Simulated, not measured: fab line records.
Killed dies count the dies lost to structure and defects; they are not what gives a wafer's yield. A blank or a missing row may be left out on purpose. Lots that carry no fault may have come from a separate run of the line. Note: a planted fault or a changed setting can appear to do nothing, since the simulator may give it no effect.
fab line records ; flow nand_harc
record: lots: 6; wafers: 17; last_day: 34
route steps=1302 shown A_CHANNEL_HOLE_D1@480 A_CHANNEL_FILL_D1@490
lots that met no fault: from a run of the same line without faults
start_h: hours from the record's first day to the start of the lot's first wafer shown ; wait_h: hours since the lot's step before ; " unchanged from the row above ; L1.1+2: several wafers, shown together as one row ; - value missing, or start not given ; * or withheld: withheld ; < > ~ a bound
route shown NAME@n: a module of which the file shows steps, and the number in the route of the first ; usual: average and standard deviation across the fault-free wafers ; same: alike in all rows ; chamber/n: place in a boat ; sites: each site's reading ; _std_site: standard deviation across them ; _edge_site: mean of outer sites minus mean of inner sites ; radius_mm: for every site, how far away it sits from the centre of the wafer ; mask NAME#n: copy n ; behind: the last tool/chamber to shape the wafer ; hold: why the lot went on hold/how many hours it stayed there/how the hold came to an end ; device: which transistor (n, p or np) failed to switch ; end of line: tests run on the same wafers once the route is complete ; step lacking rows: just its recipe ; killed: the dies lost at the first sort to structure and to defects; this is not the yield of the wafer ; map: per-die view of a wafer (x killed, . not killed, _ where there is no die)
set.NAME: the setting as run; set.NAME@STEP: as run at that earlier step ; model.NAME: the simulator's own value behind a step, which no gauge read
a table for each step, a row for each wafer; lots at some steps of the route
services: from which hour (start_h, from the record's first day; less than 0 if before it) a tool's chamber was out of use, for how many hours, and why
== steps ==
step: NHARC_A_CHANNEL_HOLE_D1_STRIP_41
recipe: n2_flow_sccm: 150; h2_flow_sccm: 150; ar_flow_sccm: 0; bias_w: 0; chemistry: N2/H2
step: NHARC_A_CHANNEL_HOLE_D1_STRIP_42
recipe: cf4_flow_sccm: 100; chf3_flow_sccm: 30; ar_flow_sccm: 0; bias_w: 0; chemistry: CF4/CHF3
step: NHARC_A_CHANNEL_HOLE_D1_STRIP_43
recipe: o2_flow_sccm: 400; cos_flow_sccm: 20; ar_flow_sccm: 0; bias_w: 0; chemistry: O2/COS
step: NHARC_A_CHANNEL_HOLE_D1_ETCH_44
recipe: target_depth_a: 1400; overetch_a: 140; time_s: 77; ion_energy_ev: 100; cf4_flow_sccm: 80; o2_flow_sccm: 20; ar_flow_sccm: 0; rf_w: 300; bias_w: 100; chemistry: CF4/O2
usual: drypump_motor_current_A: 5.6/0.36; o2_flow_sccm: 20.00/0.06; oes_product_au: 0.999/0.011; rf_fwd_power_W: 297.4/1.3; rf_vpp_V: 197.9/1.6; showerhead_plenum_p_Torr: 1.34/0.067; throttle_valve_pct: 13.398/0.0082
lot.wafer;tool;chamber;start_h;wait_h;drypump_motor_current_A;o2_flow_sccm;oes_product_au;rf_fwd_power_W;rf_hours_counter_h;rf_vpp_V;showerhead_plenum_p_Torr;throttle_valve_pct
L983.3;rie_diel-07;0;200.07;2.9;5.0;19.89;1.005;297.5;17;195.9;1.29;13.410
L983.6;rie_diel-07;1;200.07;2.9;5.3;20.02;0.996;297.0;-;200.0;1.44;13.390
L983.5;rie_diel-07;2;200.07;2.9;5.5;20.03;0.981;294.7;-;198.1;1.32;13.399
L987.1;rie_diel-02;1;240.66;0.0;6.2;19.97;1.003;298.2;1;199.0;1.41;13.384
L987.4;rie_diel-02;3;240.66;0.0;5.8;20.11;0.993;294.7;1;195.7;1.26;13.409
L987.6;rie_diel-02;2;240.66;0.0;5.3;19.94;0.981;299.5;-;199.3;1.43;13.415
L988.2;rie_diel-07;1;258.74;0.1;5.4;20.11;0.998;298.2;38;200.7;1.44;13.408
L988.1;rie_diel-07;2;258.74;0.1;5.5;20.02;0.991;297.3;43;197.0;1.32;13.399
L995.3;rie_diel-02;1;328.86;0.1;6.1;19.98;1.008;299.0;4;199.7;1.41;13.380
L995.1;rie_diel-02;2;328.86;0.1;5.2;19.94;0.984;298.5;8;199.6;1.43;13.393
L995.6;rie_diel-02;1;328.86;0.1;6.1;19.96;1.002;300.3;-;198.5;1.41;13.400
L996.3;rie_diel-01;1;331.55;0.1;5.6;20.05;1.003;297.2;36;198.8;1.36;13.389
L996.5;rie_diel-01;2;331.55;0.1;6.0;19.98;0.996;296.5;-;198.2;1.34;13.394
L996.6;rie_diel-01;3;331.55;0.1;6.2;19.95;1.010;296.7;-;194.8;1.27;13.392
L104.2;rie_diel-07;1;423.94;0.1;5.3;19.99;1.013;296.9;41;199.0;1.42;13.402
L104.6;rie_diel-07;1;423.94;0.1;5.3;19.95;1.011;298.7;-;199.7;1.42;13.408
L104.4;rie_diel-07;0;423.94;0.1;5.0;19.97;1.005;296.5;-;195.6;1.27;13.400
step: NHARC_A_CHANNEL_HOLE_D1_STRIP_27
recipe: o2_flow_sccm: 500; ar_flow_sccm: 0; bias_w: 0; chemistry: O2
usual: drypump_motor_current_A: 5.7/0.36; o2_flow_sccm: 500.0/1.5; oes_product_au: 0.999/0.011; rf_vpp_V: 57.8/0.94; showerhead_plenum_p_Torr: 3.55/0.16; throttle_valve_pct: 17.037/0.0099
lot.wafer;tool;chamber;start_h;wait_h;drypump_motor_current_A;o2_flow_sccm;oes_product_au;rf_hours_counter_h;rf_vpp_V;showerhead_plenum_p_Torr;throttle_valve_pct
L983.3;rie_diel-07;1;-;-;5.3;498.3;1.015;23;58.0;3.79;17.040
L983.6;rie_diel-07;0;-;-;5.0;502.3;1.015;-;57.2;3.41;17.035
L983.5;rie_diel-07;1;-;-;5.3;501.0;1.009;-;58.9;3.79;17.048
L987.1;rie_diel-02;0;-;-;5.9;501.4;0.989;1;59.1;3.50;17.012
L987.4;rie_diel-02;3;-;-;5.8;500.6;0.989;1;57.7;3.33;17.034
L987.6;rie_diel-02;0;-;-;5.9;500.2;1.004;-;57.0;3.50;17.034
L988.1;rie_diel-07;0;-;-;5.0;499.6;1.012;32;58.5;3.41;17.035
L988.2;rie_diel-07;2;-;-;5.5;498.2;0.991;43;56.2;3.48;17.053
L995.1;rie_diel-02;2;-;-;5.2;501.5;0.990;8;56.6;3.77;17.036
L995.3;rie_diel-02;3;-;-;5.8;498.1;0.998;8;58.4;3.32;17.026
L995.6;rie_diel-02;1;-;-;6.2;501.4;1.012;-;57.6;3.72;17.030
L996.3;rie_diel-01;3;-;-;6.2;500.9;1.006;42;57.0;3.38;17.031
L996.6;rie_diel-01;3;-;-;6.2;498.1;1.017;-;58.2;3.38;17.028
L996.5;rie_diel-01;0;-;-;5.4;498.1;0.994;-;57.3;3.42;17.032
L104.2;rie_diel-07;3;-;-;5.9;502.1;0.989;44;57.1;3.46;17.036
L104.6;rie_diel-07;3;-;-;5.8;500.2;0.984;-;57.6;3.46;17.041
L104.4;rie_diel-07;0;-;-;5.0;500.5;1.006;-;56.2;3.38;17.016
step: NHARC_A_CHANNEL_HOLE_D1_PRECLEAN_28
recipe: time_s: *; temp_c: 50; bath_age_min: 0; chemistry: SC1
step: NHARC_A_CHANNEL_HOLE_D1_SRD_29
step: NHARC_A_CHANNEL_HOLE_D1_CD_MEAS_30
usual: cd_nm: 89.6/1.1
lot.wafer;tool;chamber;start_h;wait_h;cd_nm
L983.3;cd_sem-02;-;200.85;-;89.6
L983.5;cd_sem-02;-;200.85;-;88.3
L983.6;cd_sem-02;-;200.85;-;89.8
L987.1;cd_sem-02;-;241.46;-;89.0
L987.4;cd_sem-02;-;241.46;-;88.7
L987.6;cd_sem-02;-;241.46;-;91.2
L988.1;cd_sem-03;-;259.53;-;88.0
L988.2;cd_sem-03;-;259.53;-;90.3
L995.1;cd_sem-01;-;329.66;-;89.5
L995.3;cd_sem-01;-;329.66;-;89.6
L995.6;cd_sem-01;-;329.66;-;89.7
L996.3;cd_sem-01;-;332.33;-;89.4
L996.5;cd_sem-01;-;332.33;-;89.3
L996.6;cd_sem-01;-;332.33;-;91.6
L104.2;cd_sem-01;-;424.85;-;89.9
L104.4;cd_sem-01;-;424.85;-;90.9
L104.6;cd_sem-01;-;424.85;-;89.9
step: NHARC_A_CHANNEL_HOLE_D1_XSEM_31
recipe: landing_energy_ev: 35000
usual: bot_cd_nm: 74.4/1.2; bow_nm: 8.52/0.23; tilt_deg: 0.08/0.045
lot.wafer;tool;chamber;start_h;wait_h;bot_cd_nm;bow_nm;tilt_deg
L983.3;xsem-02;0;200.95;0.1;73.9;8.23;0.13
L983.5;xsem-02;0;200.95;0.1;73.1;8.21;0.13
L983.6;xsem-02;0;200.95;0.1;74.9;8.24;0.13
L987.1;xsem-01;0;241.55;0.1;73.9;8.52;0.05
L987.4;xsem-01;0;241.55;0.1;72.9;8.54;0.05
L987.6;xsem-01;0;241.55;0.1;74.6;8.58;0.05
L988.1;xsem-02;0;259.62;0.1;72.4;8.71;0.11
L988.2;xsem-02;0;259.62;0.1;74.7;8.70;0.11
L995.1;xsem-01;0;329.75;0.1;73.6;8.91;0.12
L995.3;xsem-01;0;329.75;0.1;73.8;8.83;0.12
L995.6;xsem-01;0;329.75;0.1;74.4;8.81;0.12
L996.3;xsem-02;0;332.42;0.1;73.6;8.50;0.05
L996.5;xsem-02;0;332.42;0.1;74.1;8.55;0.05
L996.6;xsem-02;0;332.42;0.1;76.6;8.59;0.05
L104.2;xsem-02;0;424.94;0.1;75.1;8.50;0.15
L104.4;xsem-02;0;424.94;0.1;76.5;8.51;0.15
L104.6;xsem-02;0;424.94;0.1;75.6;8.50;0.15
step: NHARC_A_CHANNEL_HOLE_D1_INSPECT_40
usual: raw_defect_count: 70/27
lot.wafer;tool;chamber;start_h;wait_h;raw_defect_count
L983.3;defect_inspect-01;-;201.04;-;44
L983.5;defect_inspect-01;-;201.04;-;29
L983.6;defect_inspect-01;-;201.04;-;30
L987.1;defect_inspect-01;-;241.64;-;62
L987.4;defect_inspect-01;-;241.64;-;59
L987.6;defect_inspect-01;-;241.64;-;47
L988.1;defect_inspect-02;-;259.72;-;51
L988.2;defect_inspect-02;-;259.72;-;45
L995.1;defect_inspect-02;-;329.85;-;45
L995.3;defect_inspect-02;-;329.85;-;30
L995.6;defect_inspect-02;-;329.85;-;48
L996.3;defect_inspect-02;-;332.51;-;108
L996.5;defect_inspect-02;-;332.51;-;110
L996.6;defect_inspect-02;-;332.51;-;109
L104.2;defect_inspect-02;-;425.04;-;67
L104.4;defect_inspect-02;-;425.04;-;62
L104.6;defect_inspect-02;-;425.04;-;67
step: NHARC_A_CHANNEL_FILL_D1_PRECLEAN_00
recipe: time_s: *; temp_c: 50; bath_age_min: 0; chemistry: SC1
step: NHARC_A_CHANNEL_FILL_D1_SRD_01
step: NHARC_A_CHANNEL_FILL_D1_ALD_02
recipe: target_thk_a: 60; pulse_time_s: 10; ald_cycles: 60; temp_c: 300; material: SiO2
usual: ald_cycles: 60/0; heater_power_outer_w: 267/42; heater_power_w: 474/57; precursor_pulse_height_rel: 1.004/0.018
lot.wafer;tool;chamber;start_h;wait_h;ald_cycles;heater_power_outer_w;heater_power_w;precursor_pulse_height_rel
L983.3;ald_hk-01;2;202.77;-;60;310;515;0.992
L983.6;ald_hk-01;2;202.77;-;60;300;514;0.999
L983.5;ald_hk-01;3;202.77;-;60;230;419;0.981
L987.4;ald_hk-02;1;244.17;-;60;322;535;1.025
L987.1;ald_hk-02;0;244.17;-;65;280;495;1.020
L987.6;ald_hk-02;2;244.17;-;60;308;543;1.002
L988.2;ald_hk-02;1;259.92;-;65;337;531;0.993
L988.1;ald_hk-02;2;259.92;-;65;306;532;1.012
L995.1;ald_hk-02;3;330.04;-;60;212;391;1.001
L995.3;ald_hk-02;1;330.04;-;60;326;541;1.006
L995.6;ald_hk-02;0;330.04;-;60;282;499;1.020
L996.3;ald_hk-03;2;332.71;-;60;237;442;0.964
L996.6;ald_hk-03;2;332.71;-;60;245;447;0.991
L996.5;ald_hk-03;3;332.71;-;60;299;528;1.024
L104.4;ald_hk-03;3;425.27;-;60;304;534;1.013
L104.2;ald_hk-03;1;425.27;-;60;224;404;1.056
L104.6;ald_hk-03;0;425.27;-;60;224;424;1.003
step: NHARC_A_CHANNEL_FILL_D1_ALD_03
recipe: target_thk_a: 60; pulse_time_s: 60; ald_cycles: 58; temp_c: 630; pressure_torr: 2; material: SiNx
usual: ald_cycles: 58/0; chamber_pressure_Torr: 2.000/0.0045; precursor_pulse_height_rel: 1.000/0.019
lot.wafer;tool;chamber;start_h;wait_h;ald_cycles;chamber_pressure_Torr;precursor_pulse_height_rel
L983.3;ald_sin_batch-02;0;-;-;58;2.002;1.021
L983.5;ald_sin_batch-02;0;-;-;58;1.992;0.990
L983.6;ald_sin_batch-02;0;-;-;58;2.000;1.006
L987.1;ald_sin_batch-01;0;-;-;58;2.001;0.981
L987.4;ald_sin_batch-01;0;-;-;58;2.001;1.020
L987.6;ald_sin_batch-01;0;-;-;58;1.999;1.005
L988.1;ald_sin_batch-01;0;-;-;58;2.001;0.998
L988.2;ald_sin_batch-01;0;-;-;58;2.006;1.015
L995.1;ald_sin_batch-01;0;-;-;58;1.994;1.005
L995.3;ald_sin_batch-01;0;-;-;58;2.000;0.976
L995.6;ald_sin_batch-01;0;-;-;58;1.997;1.006
L996.3;ald_sin_batch-01;0;-;-;58;1.995;1.014
L996.5;ald_sin_batch-01;0;-;-;58;1.998;0.997
L996.6;ald_sin_batch-01;0;-;-;58;2.003;0.990
L104.2;ald_sin_batch-03;0;-;-;58;2.002;0.998
L104.4;ald_sin_batch-03;0;-;-;58;2.002;1.004
L104.6;ald_sin_batch-03;0;-;-;58;2.003;0.996
== services ==
tool;chamber;start_h;hours;kind
rie_diel-07;0;176.85;-;clean
rie_diel-07;1;176.85;-;clean
rie_diel-07;2;176.85;-;clean
rie_diel-07;3;176.85;-;clean
rie_diel-02;1;182.95;24.7;repair
rie_diel-01;1;199.62;19.6;repair
rie_diel-07;0;201.35;-;clean
rie_diel-07;1;201.35;-;clean
rie_diel-01;-;205.41;9.0;pm
ald_hk-03;-;212.44;10.0;pm
rie_diel-02;-;216.70;9.0;pm
rie_diel-02;1;242.68;32.1;repair
ald_sin_batch-02;-;266.00;26.0;pm
rie_diel-07;-;296.83;9.0;pm
ald_hk-01;-;303.25;10.0;pm
rie_diel-01;0;349.82;14.4;repair
rie_diel-07;2;364.79;12.7;repair
xsem-01;-;374.00;14.0;pm
rie_diel-01;-;383.18;9.0;pm
ald_hk-03;-;390.44;10.0;pm
rie_diel-02;-;393.70;9.0;pm
rie_diel-01;0;397.08;3.2;repair
ald_sin_batch-03;-;408.55;15.4;repair
rie_diel-07;2;418.06;6.2;repair
== key ==
first_sign: step: NHARC_A_CHANNEL_FILL_D1_ALD_02; reading: ald_cycles; direction: up; sigmas: 99+; usual: 60; struck: 65
effect none on later readings
met_at NHARC_A_CHANNEL_FILL_D1_ALD_02
struck_wafers L987.1,L988.1,L988.2
tester_left_out L987,L988
fault: kind: process_parameter_drift; tool: ald_hk-02; chamber: -; onset_h: 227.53; steps: NHARC_A_CHANNEL_FILL_D1_ALD_02; channel: ald_cycles; offset: 5; shape: step; end_h: 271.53; scope: struck_wafers_only; acts_in: these_recipes_only; stated: 60
tester_left_out: of these lots the tester's yield and bins aren't shown, on N5 and GAA mostly nor the transistor test; their killed dies are dies lost to structure and defects alone, not to doping, threshold or leakage, so they don't give the yield
